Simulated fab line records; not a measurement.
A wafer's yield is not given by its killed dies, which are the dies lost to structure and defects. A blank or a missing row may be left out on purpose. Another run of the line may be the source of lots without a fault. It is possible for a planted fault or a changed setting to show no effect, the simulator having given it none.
Comparing a struck lot with a sound one + flow nandHarc + 14 steps out of a route of 1159
Sound: these wafers, L786.2, L786.4, L786.5. Wafers struck: L779.2, L779.4, L779.6. The cause is named last.
For every step that has rows: the tool of each side, followed by ch and its chambers, followed by its first start. Under that, the readings that differ: sound wafers + struck wafers + difference of the means + sigmas: that difference in standard deviations of wafers without a fault.
alike: a reading whose means differ by less than 2 such deviations, as well as words and numbers matching on both sides. not compared: withheld readings; readings where some wafer has no value; bounds like >300 that might hide an equal value; numbers whose values overlap and for which the record gives no deviation.
Wherever a step has rows on one side only, a row that says differs or no value, or a row with sigmas, the two part there. Numbers that don't overlap but have no deviation are shown without sigmas and don't part them. Lack of a reading on every wafer of one side parts them only where that side has two or more wafers.

first, 2 steps without rows for these wafers: NHARC_A_SOURCE_PLATE_SRD_01; NHARC_A_SOURCE_PLATE_OXIDE_02 (material SiO2, target thk 10 nm, ox time 1362 s).
NHARC_A_SOURCE_PLATE_THK_MEAS_09: measures by ellipsometry.
  struck on filmMetro-01, day 9 02:20; sound on filmMetro-01, day 11 02:08
  alike: thkNm
then, 3 steps without rows for these wafers: NHARC_A_SOURCE_PLATE_PVD_04 (deposits WSi2, target thk 50 nm); NHARC_A_SOURCE_PLATE_CVD_03 (deposits poly-Si, target thk 200 nm, time 4000 s); NHARC_A_SOURCE_PLATE_ANNEAL_05 (time 1800 s).
NHARC_A_SOURCE_PLATE_THK_MEAS_06: measures by ellipsometry.
  struck on filmMetro-01, day 9 15:10; sound on filmMetro-01, day 11 14:56
  alike: thkNm
NHARC_A_SOURCE_PLATE_INSPECT_08:
  struck on defectInspect-01, day 9 15:16; sound on defectInspect-02, day 11 15:00
  alike: rawDefectCount
then NHARC_A_ONON_D1_DEP_00 (target thk 1000 nm), 1 step lacking rows for these wafers.
NHARC_A_ONON_D1_THK_MEAS_02: measures by ellipsometry.
  struck on filmMetro-02, day 9 16:09; sound on filmMetro-02, day 11 15:35
  alike: thkNm
NHARC_A_ONON_D1_DEP_03: target thk 1000 nm.
  sound on pecvdOnon-03 ch 0, day 11 15:41; struck on pecvdOnon-01 ch 0, day 9 16:16
  alike: nh3FlowSccm
NHARC_A_ONON_D1_THK_MEAS_05: measures by ellipsometry.
  struck on filmMetro-01, day 9 16:43; sound on filmMetro-02, day 11 16:08
| reading    | sound          | struck         | difference | sigmas |
|------------|----------------|----------------|------------|--------|
| thkNm (nm) | 1001 1003 1002 | 1106 1103 1104 | +102       | +9     |
then NHARC_A_ONON_D1_DEP_06 (target thk 1000 nm), 1 step lacking rows for these wafers.
-- jump in the record: it breaks off in module A_ONON_D1 and resumes in module END (first step shown: number 1159 of the route), and 12 days separate the struck wafers' starts before and after --
NHARC_END_SORT_01:
  sound on prober-01 ch 0, day 23 05:09; struck on prober-02 ch 0, day 21 20:14
| reading       | sound    | struck      | difference | sigmas |
|---------------|----------|-------------|------------|--------|
| killedAtArray | 21 15 12 | 671 667 667 | +652       | +65    |
| killedDies    | 39 25 20 | 677 677 677 | +649       | +65    |
  alike: killedAtOther, killedAtPeriphery, killedOpen, killedShort

## WHERE THEY PART
At NHARC_A_ONON_D1_THK_MEAS_05 first; at NHARC_END_SORT_01 last (within this record only).

WHY: whatever the simulator had introduced
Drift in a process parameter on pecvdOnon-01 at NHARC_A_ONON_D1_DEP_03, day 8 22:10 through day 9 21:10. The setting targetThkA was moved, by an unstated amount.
